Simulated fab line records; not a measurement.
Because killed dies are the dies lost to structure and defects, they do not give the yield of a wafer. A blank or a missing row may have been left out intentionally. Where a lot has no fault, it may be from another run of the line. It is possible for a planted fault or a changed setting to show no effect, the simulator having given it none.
Lot-split experiment | flow n5 finfet | 7 lots, 21 wafers read, on a route of 1938 steps

ON THE SPLIT
At N5_BEOL_M2_ETCH_70 (etches SOC in N2/H2, target depth 80 nm, overetch 24 nm, time 130 s), the setting time s was moved away from the recipe's 130 s on 5 of the 21 wafers read, by -20.5% to +18.5%. All remaining wafers had this setting at the recipe value.

The reading is taken at the split's own step.

THE READING
SiARC_of_BEOL_M2_COAT_68.thk nm (the simulator's own value, which no gauge read), in nm, at N5_BEOL_M2_ETCH_70 (etches SOC in N2/H2, target depth 80 nm, overetch 24 nm, time 130 s). The file gives no usual value for it. Across the 16 wafers here that went through the recipe, the average is 5.8 nm and the standard deviation 0.086 nm.

wafer  | tool, chamber at the split | time s as run, s | against the recipe | SiARC_of_BEOL_M2_COAT_68.thk nm, nm | against lot-mates on the recipe
L075.2 | rie diel-06, 3             | 130              | recipe             | 5.6                                 | -
L075.4 | rie diel-06, 3             | 130              | recipe             | 5.6                                 | -
L075.5 | rie diel-06, 2             | 103.4            | -20.5%             | 7.2                                 | +1.6
L077.1 | rie diel-01, 0,1           | 130              | recipe             | 5.8                                 | -
L077.3 | rie diel-01, 0,1           | 130              | recipe             | 5.8                                 | -
L077.2 | rie diel-01, 2             | 154.1            | +18.5%             | 4.6                                 | -1.2
L080.1 | rie diel-06, 1,0           | 130              | recipe             | 5.8                                 | -
L080.3 | rie diel-06, 1,0           | 130              | recipe             | 5.8                                 | -
L080.6 | rie diel-06, 2             | 130              | recipe             | 6                                   | -
L083.2 | rie diel-01, 2,0,1         | 130              | recipe             | 5.8                                 | -
L083.4 | rie diel-01, 2,0,1         | 130              | recipe             | 5.8                                 | -
L083.5 | rie diel-01, 2,0,1         | 130              | recipe             | 5.8                                 | -
L085.3 | rie diel-01, 2,0,3         | 130              | recipe             | 5.8                                 | -
L085.5 | rie diel-01, 2,0,3         | 130              | recipe             | 5.8                                 | -
L085.6 | rie diel-01, 2,0,3         | 130              | recipe             | 5.8                                 | -
L090.2 | rie diel-01, 3             | 108.4            | -16.6%             | 6.8                                 | +1.0
L090.5 | rie diel-01, 0,3           | 130              | recipe             | 5.8                                 | -
L090.6 | rie diel-01, 0,3           | 130              | recipe             | 5.8                                 | -
L091.2 | rie diel-01, 3,1           | 104              | -20.0%             | 7                                   | +1.2
L091.3 | rie diel-01, 3,1           | 104              | -20.0%             | 7                                   | +1.2
L091.4 | rie diel-01, 2             | 130              | recipe             | 5.8                                 | -
Where a row lists several chambers, the file gives one row for several wafers and doesn't say which wafer went through which chamber.

THE FIT
A straight line over all 21 wafers: SiARC_of_BEOL_M2_COAT_68.thk nm changes by -0.0633 nm for each +1% of time s; r = -0.99; the points scatter about the line by 0.085 nm.
The same after taking each lot's own level away (the mean of its wafers on the recipe; 21 wafers): -0.0651 nm for each +1%; r = -0.99; scatter 0.081 nm.
The reading moves by 1.3 nm for the largest change in time s, on that fit.
The span of the lots' own levels, 5.60 to 5.87 nm, comes to 3.1 times the standard deviation stated above.
The two slopes agree, so the slope changes little with the lot-to-lot level.
Check: +1.25 nm against its lot-mates is what the line predicts for one of the wafers moved furthest among these (-20.5%) when that wafer is left out of the fit. It came out at +1.6 nm against them.

THESE WAFERS: OTHER SPLITS
Note: prior to the reading, these wafers also went through further splits. Each is held against what the fit with the lots' levels taken away leaves over:
other split on the same wafers | wafers away from the commonest value | r with SiARC_of_BEOL_M2_COAT_68.thk nm (lot level and that fit taken away)
N5_BEOL_M1_COAT_68 spin rpm    | 8                                    | -0.24
N5_BEOL_M2_EXPOSE_25 dose mj   | 9                                    | +0.34

THE FILE'S OWN FIT
SiARC_of_BEOL_M2_COAT_68.thk nm changes by -0.0665 nm for each +1% of time s, r = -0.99.
